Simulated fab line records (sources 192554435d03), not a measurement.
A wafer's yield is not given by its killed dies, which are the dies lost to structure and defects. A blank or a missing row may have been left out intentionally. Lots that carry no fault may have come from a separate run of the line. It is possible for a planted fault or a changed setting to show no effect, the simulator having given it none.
2 desks, one fault | flow n5_finfet | what lay behind the numbers comes last; until then each desk has only its own

THE METROLOGY DESK
What the gauges read, lot by lot, whatever tool the lot ran on: means of the sampled wafers that have a number. Marked OUT: a lot whose mean sits more than 4 standard deviations from the usual mean, which makes it out of limits; the brackets give that distance.
Columns: A = trench_depth_nm at N5_BEOL_M9_OCD_MEAS_38, usual 149 nm; B = M9_THK at N5_BEOL_M9_THK_MEAS_53, usual 140 nm; C = M9_RS at N5_BEOL_M9_RS_MEAS_57, usual 0.154 ohm/sq
lot  | first seen here | A   | B   | C
L256 | day 11 09:41    | 149 | 139 | 0.152
L258 | day 12 12:40    | 162 | 150 | 0.141
L265 | day 13 01:55    | 161 | 153 | 0.140
L264 | day 13 07:27    | 160 | 153 | 0.140
L268 | day 14 07:25    | 148 | 137 | 0.157
L270 | day 14 20:23    | 147 | 136 | 0.158
L274 | day 16 00:37    | 152 | 145 | 0.148
L276 | day 16 05:17    | 153 | 143 | 0.150
L275 | day 16 05:47    | 149 | 138 | 0.155
This desk found nothing out of limits on any of the 9 lots.

THE TOOL OWNER'S DESK: rie_diel-04
The tool's own readings at N5_BEOL_M9_TRENCH_ETCH_37 (etches SiCOH lowk in C4F6/O2, target depth 151.43 nm, time 49 s): means of the sampled wafers that have a number, for each lot that ran on this tool. Marked OUT: a lot whose mean sits more than 4 standard deviations from the usual mean, which makes it out of limits; the brackets give that distance.
Columns: A = drypump_motor_current_A at N5_BEOL_M9_TRENCH_ETCH_37, usual 5.9 A; B = oes_product_au at N5_BEOL_M9_TRENCH_ETCH_37, usual 0.78 a.u.; C = rf_vpp_V at N5_BEOL_M9_TRENCH_ETCH_37, usual 666 V; D = showerhead_plenum_p_Torr at N5_BEOL_M9_TRENCH_ETCH_37, usual 2.87 Torr; E = throttle_valve_pct at N5_BEOL_M9_TRENCH_ETCH_37, usual 20.96 %
lot  | first seen here | A   | B    | C   | D    | E
L256 | day 11 09:30    | 6.0 | 0.81 | 665 | 2.94 | 21.07
L258 | day 12 12:29    | 5.9 | 0.84 | 672 | 2.90 | 20.87
L265 | day 13 01:44    | 5.7 | 0.79 | 665 | 2.92 | 21.14
L264 | day 13 07:16    | 5.9 | 0.83 | 672 | 2.90 | 20.86
L275 | day 16 05:36    | 5.8 | 0.76 | 676 | 2.87 | 20.76
This desk found nothing out of limits on any of the 5 lots.

BROUGHT TOGETHER
From the metrology desk's view, nothing was out of limits.
The tool owner's desk saw nothing out of limits.

WHAT THE SIMULATOR HAD INSERTED
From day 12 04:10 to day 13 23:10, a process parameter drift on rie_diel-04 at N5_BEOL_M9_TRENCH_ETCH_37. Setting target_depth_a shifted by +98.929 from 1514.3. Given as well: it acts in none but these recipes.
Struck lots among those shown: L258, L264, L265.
